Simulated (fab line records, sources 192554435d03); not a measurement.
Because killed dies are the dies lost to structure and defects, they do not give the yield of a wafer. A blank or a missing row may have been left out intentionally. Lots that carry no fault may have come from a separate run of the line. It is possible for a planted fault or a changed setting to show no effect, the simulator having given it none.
fab line records	flow n5-finfet	part 1 of 2: steps 1 to 20 of 27
[record] lots = 5	wafers = 15	last-day = 17
route steps=1938 shown MOL_CONTACT_COAG@566
lots that met no fault: taken from a fault-free run of the same line
start-h: hours from the record's opening day to when the first of the lot's shown wafers began	wait-h: hours since the lot's step before	" as in the row above	L1.1+2: one row covering several wafers at once	- value missing, or start not given	* or withheld: withheld	< > ~ a bound
route shown NAME@n: names a module that has steps shown in the file, with the first one's number in the route	usual: mean/standard deviation taken from wafers without a fault	same: alike in all rows	chamber/n: place in a boat	sites: readings site by site	_std_site: standard deviation of those values	_edge_site: inner sites' mean taken away from outer sites' mean	radius-mm: for every site, how far away it sits from the centre of the wafer	mask NAME#n: copy n	behind: tool/chamber where the wafer was last shaped	hold: what put the lot on hold/how long, in hours/how the hold closed	device: transistor that didn't switch, given as n, p or np	end of line: the tests these same wafers got at the end of their route	a step given without rows: its recipe and nothing more	killed: count of dies lost to structure and defects at first sort (not the wafer's yield)	map: shows each die of a wafer: x if killed, . if not, _ if none is there
set.NAME: setting as actually run; set.NAME@STEP: the setting as run at that earlier step	model.NAME: the simulator's own value behind a step, which no gauge read
lots seen at some steps along the route; tables by step, rows by wafer
services: from which hour (start-h, from the record's first day; less than 0 if before it) a tool's chamber was out of use, for how many hours, and why
[[steps]]
[step N5_MOL_CONTACT_COAG_COAT_77]
[recipe] resist = underlayer	temp-c = 205	time-s = 60	spin-rpm = 1500	resist-thk-nm = 10
[usual] plate-temp-C = 205.01/0.18
lot.wafer	tool	chamber	start-h	wait-h	plate-temp-C
L082.2	litho-track-03	0	-	-	204.86
L082.3	"	0	"	"	204.94
L082.6	"	0	"	"	205.08
L086.3	litho-track-03	0	-	-	205.23
L086.4	"	0	"	"	204.96
L086.6	"	0	"	"	205.17
L087.4	litho-track-02	0	-	-	205.19
L087.5	"	0	"	"	205.30
L087.6	"	0	"	"	204.89
L090.1	litho-track-03	0	-	-	204.68
L090.2	"	0	"	"	204.82
L090.4	"	0	"	"	205.09
L097.1	litho-track-05	0	-	-	204.97
L097.5	"	0	"	"	204.91
L097.6	"	0	"	"	205.10
[step N5_MOL_CONTACT_COAG_COAT_78]
[recipe] resist = CAR-EUV	spin-rpm = 1500	resist-thk-nm = 40
lot.wafer	tool	chamber	start-h	wait-h
L082.2+3+6	litho-track-03	0	-	-
L086.3+4+6	litho-track-03	0	-	-
L087.4+5+6	litho-track-02	0	-	-
L090.1+2+4	litho-track-03	0	-	-
L097.1+5+6	litho-track-05	0	-	-
[step N5_MOL_CONTACT_COAG_EBR_80]
[recipe] solvent = PGMEA	ebr-width-mm = 1.5
lot.wafer	tool	chamber	start-h	wait-h
L082.2+3+6	litho-track-03	0	-	-
L086.3+4+6	litho-track-03	0	-	-
L087.4+5+6	litho-track-02	0	-	-
L090.1+2+4	litho-track-03	0	-	-
L097.1+5+6	litho-track-05	0	-	-
[step N5_MOL_CONTACT_COAG_SOFTBAKE_79]
[recipe] temp-c = 110	time-s = 60	resist = CAR-EUV
[usual] plate-temp-C = 110.00/0.12
lot.wafer	tool	chamber	start-h	wait-h	plate-temp-C
L082.2	litho-track-03	0	-	-	109.88
L082.3	"	0	"	"	110.04
L082.6	"	0	"	"	110.04
L086.3	litho-track-03	0	-	-	109.98
L086.4	"	0	"	"	109.89
L086.6	"	0	"	"	109.86
L087.4	litho-track-02	0	-	-	109.91
L087.5	"	0	"	"	110.06
L087.6	"	0	"	"	109.97
L090.1	litho-track-03	0	-	-	110.00
L090.2	"	0	"	"	110.08
L090.4	"	0	"	"	110.03
L097.1	litho-track-05	0	-	-	109.91
L097.5	"	0	"	"	109.88
L097.6	"	0	"	"	109.89
[step N5_MOL_CONTACT_COAG_EXPOSE_81]
[recipe] mask-id = VG	na = 0.33	source-shape = annular	sigma-inner = 0.3	sigma-outer = 0.7	polarization = unpolarized	defocus-nm = 0	dose-mj = 59.5
lot.wafer	tool	chamber	start-h	wait-h	mask
L082.2+3+6	euv-scanner-01	0	151.67	-	VG#0
L086.3+4+6	euv-scanner-01	0	170.49	-	VG#0
L087.4+5+6	euv-scanner-02	0	176.34	-	VG#0
L090.1+2+4	euv-scanner-02	0	194.18	-	VG#0
L097.1+5+6	euv-scanner-01	0	243.61	-	VG#0
[step N5_MOL_CONTACT_COAG_PEB_82]
[recipe] peb-temp-c = 100	peb-time-s = 60	resist = CAR-EUV
[usual] plate-temp-C = 100.04/0.13
lot.wafer	tool	chamber	start-h	wait-h	plate-temp-C
L082.2	litho-track-02	0	151.74	0.1	100.23
L082.3	"	0	"	"	100.09
L082.6	"	0	"	"	100.15
L086.3	litho-track-02	0	170.55	0.1	99.77
L086.4	"	0	"	"	99.88
L086.6	"	0	"	"	99.96
L087.4	litho-track-05	0	176.39	0.0	99.91
L087.5	"	0	"	"	99.89
L087.6	"	0	"	"	99.98
L090.1	litho-track-02	0	194.25	0.1	100.13
L090.2	"	0	"	"	100.04
L090.4	"	0	"	"	100.09
L097.1	litho-track-02	0	243.68	0.1	100.21
L097.5	"	0	"	"	100.14
L097.6	"	0	"	"	100.25
[step N5_MOL_CONTACT_COAG_DEVELOP_83]
[recipe] develop-time-s = 30	developer = TMAH	resist = CAR-EUV	rinse-liquid = surfactant-rinse	dry = air-spin	dev-temp-c = 23
lot.wafer	tool	chamber	start-h	wait-h
L082.2+3+6	litho-track-02	0	-	-
L086.3+4+6	litho-track-02	0	-	-
L087.4+5+6	litho-track-05	0	-	-
L090.1+2+4	litho-track-02	0	-	-
L097.1+5+6	litho-track-02	0	-	-
[step N5_MOL_CONTACT_COAG_CD_MEAS_84]
[recipe] target-cd-nm = 25.1	landing-energy-ev = 500	detector = se-inlens	polarity = opening
[usual] cd-nm = 25.05/0.22
lot.wafer	tool	chamber	start-h	wait-h	cd-nm
L082.2	cd-sem-01	0	151.81	-	25.19
L082.3	"	0	"	"	25.29
L082.6	"	0	"	"	24.71
L086.3	cd-sem-03	0	170.62	-	25.29
L086.4	"	0	"	"	25.02
L086.6	"	0	"	"	25.00
L087.4	cd-sem-03	0	176.46	-	25.10
L087.5	"	0	"	"	25.23
L087.6	"	0	"	"	25.09
L090.1	cd-sem-02	0	194.32	-	24.97
L090.2	"	0	"	"	25.21
L090.4	"	0	"	"	24.81
L097.1	cd-sem-03	0	243.75	-	24.71
L097.5	"	0	"	"	24.88
L097.6	"	0	"	"	24.83
[step N5_MOL_CONTACT_COAG_OVL_MEAS_85]
[recipe] points-per-wafer = 522
[usual] VG_OVL = 0.1/0.68
[same] points-per-wafer = 522
lot.wafer	tool	chamber	start-h	wait-h	VG_OVL[nm]
L082.2	overlay-02	0	151.84	0.0	-0.7
L082.3	"	0	"	"	0.6
L082.6	"	0	"	"	-0.9
L086.3	overlay-02	0	170.66	0.0	0.4
L086.4	"	0	"	"	-0.1
L086.6	"	0	"	"	0.4
L087.4	overlay-02	0	176.50	0.0	0.9
L087.5	"	0	"	"	0.0
L087.6	"	0	"	"	1.0
L090.1	overlay-02	0	194.35	0.0	0.6
L090.2	"	0	"	"	0.5
L090.4	"	0	"	"	0.3
L097.1	overlay-01	0	243.78	0.0	-0.4
L097.5	"	0	"	"	0.0
L097.6	"	0	"	"	0.4
[step N5_MOL_CONTACT_COAG_INSPECT_57]
[recipe] mode = adi	inspect-instrument = brightfield
[usual] raw-defect-count = 213/57
lot.wafer	tool	chamber	start-h	wait-h	raw-defect-count
L082.2	defect-inspect-01	-	151.90	0.0	174
L082.3	"	-	"	"	160
L082.6	"	-	"	"	132
L086.3	defect-inspect-01	-	170.72	0.1	137
L086.4	"	-	"	"	249
L086.6	"	-	"	"	209
L087.4	defect-inspect-02	-	176.54	0.0	287
L087.5	"	-	"	"	216
L087.6	"	-	"	"	253
L090.1	defect-inspect-02	-	194.41	0.1	318
L090.2	"	-	"	"	232
L090.4	"	-	"	"	373
L097.1	defect-inspect-02	-	243.84	0.1	203
L097.5	"	-	"	"	225
L097.6	"	-	"	"	177
[step N5_MOL_CONTACT_COAG_DESCUM_88]
[recipe] chemistry = O2	time-s = 7	source-power-w = 50	bias-power-w = 20	pressure-mtorr = 20	rf-frequency-hz = 2.712e+07	temp-c = 40	resist = CAR-EUV	o2-flow-sccm = 225
[usual] drypump-motor-current-A = 5.6/0.57	oes-product-au = 0.81/0.09	rf-vpp-V = 243.6/1.2	showerhead-plenum-p-Torr = 2.12/0.068	throttle-valve-pct = 20.36/0.19
lot.wafer	tool	chamber	start-h	wait-h	drypump-motor-current-A	oes-product-au	rf-hours-counter-h	rf-vpp-V	showerhead-plenum-p-Torr	throttle-valve-pct
L082.2	rie-diel-02	2	151.93	0.0	5.5	0.95	10	243.4	2.05	20.10
L082.3	"	3	"	"	4.7	0.73	187	242.7	2.08	20.41
L082.6	"	2	"	"	5.5	0.94	-	241.5	2.05	20.09
L086.3	rie-diel-02	3	170.75	0.0	4.7	0.74	193	242.1	2.07	20.39
L086.4	"	0	"	"	6.2	0.97	5	244.8	2.24	20.19
L086.6	"	3	"	"	4.7	0.73	-	243.1	2.07	20.38
L087.4	rie-diel-04	2	176.64	0.1	5.7	0.78	-	242.7	2.11	20.56
L087.5	"	3	"	"	5.4	0.86	-	245.3	2.22	20.26
L087.6	"	1	"	"	6.6	0.75	-	244.1	2.16	20.71
L090.1	rie-diel-03	3	195.02	0.6	4.9	0.72	198	243.6	2.08	20.54
L090.2	"	2	"	"	5.4	0.97	4	242.3	2.06	20.06
L090.4	"	1	"	"	5.7	0.91	26	243.6	2.14	20.15
L097.1	rie-diel-04	1	243.90	0.1	6.6	0.73	197	244.6	2.15	20.73
L097.5	"	3	"	"	5.4	0.83	-	244.6	2.21	20.29
L097.6	"	2	"	"	5.7	0.76	-	244.4	2.10	20.56
[step N5_MOL_CONTACT_COAG_ETCH_89]
[recipe] chemistry = N2/H2	target = underlayer	target-depth-a = 130	mask-material = CAR-EUV	time-s = 10.4	ion-energy-ev = 200	pressure-mtorr = 30	source-w = 840	bias-w = 150	n2-flow-sccm = 200	h2-flow-sccm = 200	ends = cleared
[usual] drypump-motor-current-A = 5.6/0.57	etch-rf-on-time-s = 10.34/0.15	oes-product-au = 0.70/0.075	rf-vpp-V = 524.7/2.4	showerhead-plenum-p-Torr = 2.57/0.082	throttle-valve-pct = 17.80/0.22
lot.wafer	tool	chamber	start-h	wait-h	drypump-motor-current-A	etch-rf-on-time-s	oes-product-au	rf-hours-counter-h	rf-vpp-V	showerhead-plenum-p-Torr	throttle-valve-pct
L082.2	rie-diel-02	2	151.96	0.0	5.5	10.65	0.80	10	523.0	2.49	17.60
L082.3	"	3	"	"	4.7	10.70	0.63	187	523.1	2.53	17.83
L082.6	"	2	"	"	5.5	10.55	0.80	-	523.3	2.49	17.61
L086.3	rie-diel-02	3	170.78	0.0	4.7	10.58	0.63	193	522.2	2.52	17.87
L086.4	"	0	"	"	6.2	10.44	0.83	5	529.4	2.71	17.55
L086.6	"	3	"	"	4.7	10.57	0.62	-	524.4	2.52	17.86
L087.4	rie-diel-04	2	176.66	0.0	5.7	10.25	0.67	-	525.2	2.56	17.92
L087.5	"	3	"	"	5.4	10.16	0.73	-	528.5	2.70	17.55
L087.6	"	1	"	"	6.6	10.42	0.64	-	527.1	2.64	18.23
L090.1	rie-diel-03	3	195.05	0.0	4.9	9.98	0.63	198	523.0	2.52	17.96
L090.2	"	2	"	"	5.4	9.96	0.83	4	522.5	2.50	17.49
L090.4	"	1	"	"	5.7	10.27	0.77	26	525.1	2.60	17.51
L097.1	rie-diel-04	1	243.94	0.0	6.6	10.40	0.62	197	525.4	2.63	18.26
L097.5	"	3	"	"	5.4	10.11	0.71	-	527.8	2.68	17.61
L097.6	"	2	"	"	5.7	10.17	0.66	-	525.8	2.56	17.95
[step N5_MOL_CONTACT_COAG_ETCH_90]
[recipe] chemistry = CF4	target = SiARC	target-depth-a = 130	mask-material = CAR-EUV	time-s = 21.7	ion-energy-ev = 80	pressure-mtorr = 40	source-w = 545	bias-w = 36	Ar_flow_sccm = 100	cf4-flow-sccm = 100	ends = cleared
[usual] cf4-flow-sccm = 100.00/0.29	drypump-motor-current-A = 5.5/0.57	etch-rf-on-time-s = 21.59/0.27	oes-product-au = 0.70/0.075	rf-vpp-V = 184.4/1	showerhead-plenum-p-Torr = 2.17/0.064	throttle-valve-pct = 15.55/0.21
lot.wafer	tool	chamber	start-h	wait-h	cf4-flow-sccm	drypump-motor-current-A	etch-rf-on-time-s	oes-product-au	rf-hours-counter-h	rf-vpp-V	showerhead-plenum-p-Torr	throttle-valve-pct
L082.2	rie-diel-02	2	151.98	0.0	99.98	5.5	21.94	0.80	10	183.3	2.11	15.29
L082.3	"	3	"	"	100.38	4.7	22.14	0.63	187	183.8	2.13	15.66
L082.6	"	2	"	"	99.72	5.5	21.85	0.80	-	182.4	2.11	15.31
L086.3	rie-diel-02	3	170.80	0.0	99.66	4.7	22.03	0.63	193	184.3	2.13	15.66
L086.4	"	0	"	"	100.31	6.2	21.53	0.84	5	186.4	2.28	15.31
L086.6	"	3	"	"	99.65	4.7	21.96	0.63	-	183.7	2.13	15.67
L087.4	rie-diel-04	2	176.70	0.0	99.60	5.7	21.07	0.68	-	184.5	2.15	15.68
L087.5	"	3	"	"	99.80	5.4	21.00	0.74	-	185.5	2.26	15.39
L087.6	"	1	"	"	99.82	6.6	21.48	0.63	-	184.3	2.22	15.90
L090.1	rie-diel-03	3	195.07	0.0	100.15	4.9	21.24	0.63	198	183.4	2.12	15.79
L090.2	"	2	"	"	100.56	5.4	21.15	0.83	4	183.8	2.11	15.23
L090.4	"	1	"	"	100.08	5.7	21.42	0.78	26	184.6	2.19	15.32
L097.1	rie-diel-04	1	243.96	0.0	100.02	6.6	21.80	0.62	197	184.5	2.21	15.94
L097.5	"	3	"	"	100.53	5.4	21.39	0.71	-	185.1	2.25	15.45
L097.6	"	2	"	"	100.20	5.7	21.40	0.66	-	182.9	2.14	15.74
[step N5_MOL_CONTACT_COAG_ALD_131]
[recipe] material = SiO2	target-thk-a = 50	temp-c = 100	ald-precursor-family = BDEAS	ald-co-reactant = O2-plasma	pulse-time-s = 1	co-reactant-pulse-time-s = 1	purge-time-s = 2	co-reactant-purge-time-s = 2	ald-cycles = 35	pressure-torr = 2
[usual] heater-power-w = 75/9.2	precursor-pulse-height-rel = 1.003/0.02
lot.wafer	tool	chamber	start-h	wait-h	heater-power-w	precursor-pulse-height-rel
L082.2	ald-sin-02	3	152.06	0.1	68	1.007
L082.3	"	0	"	"	66	1.025
L082.6	"	0	"	"	65	1.010
L086.3	ald-sin-04	0	170.88	0.1	77	1.008
L086.4	"	2	"	"	69	0.983
L086.6	"	3	"	"	97	1.006
L087.4	ald-sin-01	0	176.93	0.2	80	0.981
L087.5	"	1	"	"	86	0.989
L087.6	"	2	"	"	84	1.031
L090.1	ald-sin-01	2	195.15	0.1	84	1.016
L090.2	"	1	"	"	87	0.992
L090.4	"	3	"	"	72	0.994
L097.1	ald-sin-01	3	244.04	0.1	71	1.011
L097.5	"	3	"	"	70	1.016
L097.6	"	2	"	"	83	1.033
[step N5_MOL_CONTACT_COAG_ETCHBACK_132]
[recipe] chemistry = CHF3	target = SiO2	target-depth-a = 100	time-s = 6.7	ion-energy-ev = 200	pressure-mtorr = 30	source-w = 610	bias-w = 170	Ar_flow_sccm = 200	CHF3_flow_sccm = 50
[usual] drypump-motor-current-A = 5.5/0.59	oes-product-au = 0.82/0.091	rf-vpp-V = 523/4.7	showerhead-plenum-p-Torr = 2.41/0.073	throttle-valve-pct = 18.66/0.2
lot.wafer	tool	chamber	start-h	wait-h	drypump-motor-current-A	oes-product-au	rf-hours-counter-h	rf-vpp-V	showerhead-plenum-p-Torr	throttle-valve-pct
L082.2	rie-diel-04	2	152.24	0.1	5.7	0.80	101	522	2.39	18.76
L082.3	"	1	"	"	6.6	0.74	158	532	2.48	19.01
L082.6	"	2	"	"	5.7	0.79	-	522	2.39	18.77
L086.3	rie-diel-03	1	171.06	0.1	5.7	0.94	16	516	2.44	18.43
L086.4	"	1	"	"	5.7	0.93	-	518	2.44	18.44
L086.6	"	0	"	"	6.0	0.86	-	523	2.50	18.58
L087.4	rie-diel-02	1	177.11	0.1	4.9	0.82	86	522	2.40	18.50
L087.5	"	0	"	"	6.2	0.96	-	522	2.53	18.44
L087.6	"	3	"	"	4.7	0.73	-	522	2.37	18.78
L090.1	rie-diel-02	1	195.62	0.4	4.9	0.81	92	522	2.40	18.52
L090.2	"	2	"	"	5.5	0.90	24	522	2.34	18.49
L090.4	"	3	"	"	4.7	0.73	203	522	2.37	18.80
L097.1	rie-diel-02	3	244.31	0.2	4.7	0.72	220	522	2.36	18.80
L097.5	"	0	"	"	6.3	0.90	-	521	2.52	18.48
L097.6	"	1	"	"	4.9	0.79	-	522	2.39	18.53
[step N5_MOL_CONTACT_COAG_ETCH_91]
[recipe] chemistry = N2/H2	target = SOC	target-depth-a = 600	overetch-a = 210	mask-material = SiARC	temp-c = 40	time-s = 101.2	ion-energy-ev = 200	pressure-mtorr = 30	source-w = 840	bias-w = 150	n2-flow-sccm = 200	h2-flow-sccm = 200
[usual] drypump-motor-current-A = 5.6/0.59	oes-product-au = 0.68/0.074	rf-vpp-V = 524.9/2.3	showerhead-plenum-p-Torr = 2.58/0.083	throttle-valve-pct = 17.76/0.22
lot.wafer	tool	chamber	start-h	wait-h	drypump-motor-current-A	oes-product-au	rf-hours-counter-h	rf-vpp-V	showerhead-plenum-p-Torr	throttle-valve-pct
L082.2	rie-diel-04	2	152.28	0.0	5.7	0.66	101	523.6	2.57	17.88
L082.3	"	1	"	"	6.6	0.63	158	526.8	2.65	18.18
L082.6	"	2	"	"	5.7	0.66	-	525.4	2.57	17.86
L086.3	rie-diel-03	1	171.10	0.0	5.7	0.77	16	526.9	2.60	17.45
L086.4	"	1	"	"	5.7	0.77	-	526.8	2.60	17.42
L086.6	"	0	"	"	6.0	0.72	-	528.0	2.69	17.79
L087.4	rie-diel-02	1	177.15	0.0	4.9	0.68	86	524.7	2.57	17.61
L087.5	"	0	"	"	6.3	0.80	-	528.3	2.71	17.52
L087.6	"	3	"	"	4.7	0.62	-	522.4	2.52	17.84
L090.1	rie-diel-02	1	195.65	0.0	4.9	0.68	92	524.9	2.57	17.63
L090.2	"	2	"	"	5.5	0.76	24	521.4	2.49	17.59
L090.4	"	3	"	"	4.7	0.61	203	523.8	2.52	17.86
L097.1	rie-diel-02	3	244.34	0.0	4.7	0.61	220	522.8	2.51	17.89
L097.5	"	0	"	"	6.3	0.75	-	529.1	2.70	17.56
L097.6	"	1	"	"	4.9	0.67	-	524.9	2.56	17.64
[step N5_MOL_CONTACT_COAG_STRIP_92]
[recipe] chemistry = N2/H2	temp-c = 40	n2-flow-sccm = 200	h2-flow-sccm = 200	rf-frequency-hz = 6e+07
lot.wafer	tool	chamber	start-h	wait-h
L082.2+3+6	rie-diel-04	2,1,2	152.35	0.0
L086.3+4+6	rie-diel-03	1,1,0	171.17	0.0
L087.4+5+6	rie-diel-02	1,0,3	177.22	0.0
L090.1+2+4	rie-diel-02	1,2,3	195.72	0.0
L097.1+5+6	rie-diel-02	3,0,1	244.41	0.0
[step N5_MOL_CONTACT_COAG_STRIP_93]
[recipe] chemistry = N2/H2	temp-c = 40	n2-flow-sccm = 200	h2-flow-sccm = 200	rf-frequency-hz = 6e+07
lot.wafer	tool	chamber	start-h	wait-h
L082.2+3+6	rie-diel-04	2,1,2	152.36	0.0
L086.3+4+6	rie-diel-03	1,1,0	171.18	0.0
L087.4+5+6	rie-diel-02	1,0,3	177.23	0.0
L090.1+2+4	rie-diel-02	1,2,3	195.73	0.0
L097.1+5+6	rie-diel-02	3,0,1	244.42	0.0
[step N5_MOL_CONTACT_COAG_ETCHBACK_135]
[recipe] chemistry = CHF3	target = SiO2	target-depth-a = 250	time-s = 16.7	ion-energy-ev = 200	pressure-mtorr = 30	source-w = 610	bias-w = 170	Ar_flow_sccm = 200	CHF3_flow_sccm = 50
[usual] drypump-motor-current-A = 5.5/0.59	oes-product-au = 0.82/0.091	rf-vpp-V = 523/4.8	showerhead-plenum-p-Torr = 2.41/0.073	throttle-valve-pct = 18.66/0.2
lot.wafer	tool	chamber	start-h	wait-h	drypump-motor-current-A	oes-product-au	rf-hours-counter-h	rf-vpp-V	showerhead-plenum-p-Torr	throttle-valve-pct
L082.2	rie-diel-04	2	152.37	0.0	5.7	0.80	101	523	2.39	18.78
L082.3	"	1	"	"	6.6	0.74	158	533	2.48	19.02
L082.6	"	2	"	"	5.7	0.80	-	523	2.39	18.77
L086.3	rie-diel-03	1	171.19	0.0	5.7	0.93	16	516	2.44	18.41
L086.4	"	1	"	"	5.7	0.92	-	516	2.44	18.44
L086.6	"	0	"	"	6.0	0.85	-	522	2.50	18.58
L087.4	rie-diel-02	1	177.24	0.0	4.9	0.82	86	524	2.40	18.51
L087.5	"	0	"	"	6.2	0.95	-	521	2.53	18.44
L087.6	"	3	"	"	4.7	0.73	-	524	2.37	18.77
L090.1	rie-diel-02	1	195.74	0.0	4.9	0.82	92	524	2.40	18.52
L090.2	"	2	"	"	5.5	0.90	24	521	2.34	18.50
L090.4	"	3	"	"	4.7	0.73	203	523	2.37	18.79
L097.1	rie-diel-02	3	244.43	0.0	4.7	0.72	220	523	2.36	18.82
L097.5	"	0	"	"	6.2	0.90	-	523	2.52	18.47
L097.6	"	1	"	"	4.9	0.80	-	524	2.39	18.54
[step N5_MOL_CONTACT_COAG_STRIP_118]
[recipe] chemistry = CHF3	resist = SiARC	rf-frequency-hz = 6e+07
lot.wafer	tool	chamber	start-h	wait-h
L082.2+3+6	rie-diel-04	2,1,2	152.39	0.0
L086.3+4+6	rie-diel-03	1,1,0	171.21	0.0
L087.4+5+6	rie-diel-02	1,0,3	177.26	0.0
L090.1+2+4	rie-diel-02	1,2,3	195.77	0.0
L097.1+5+6	rie-diel-02	3,0,1	244.46	0.0
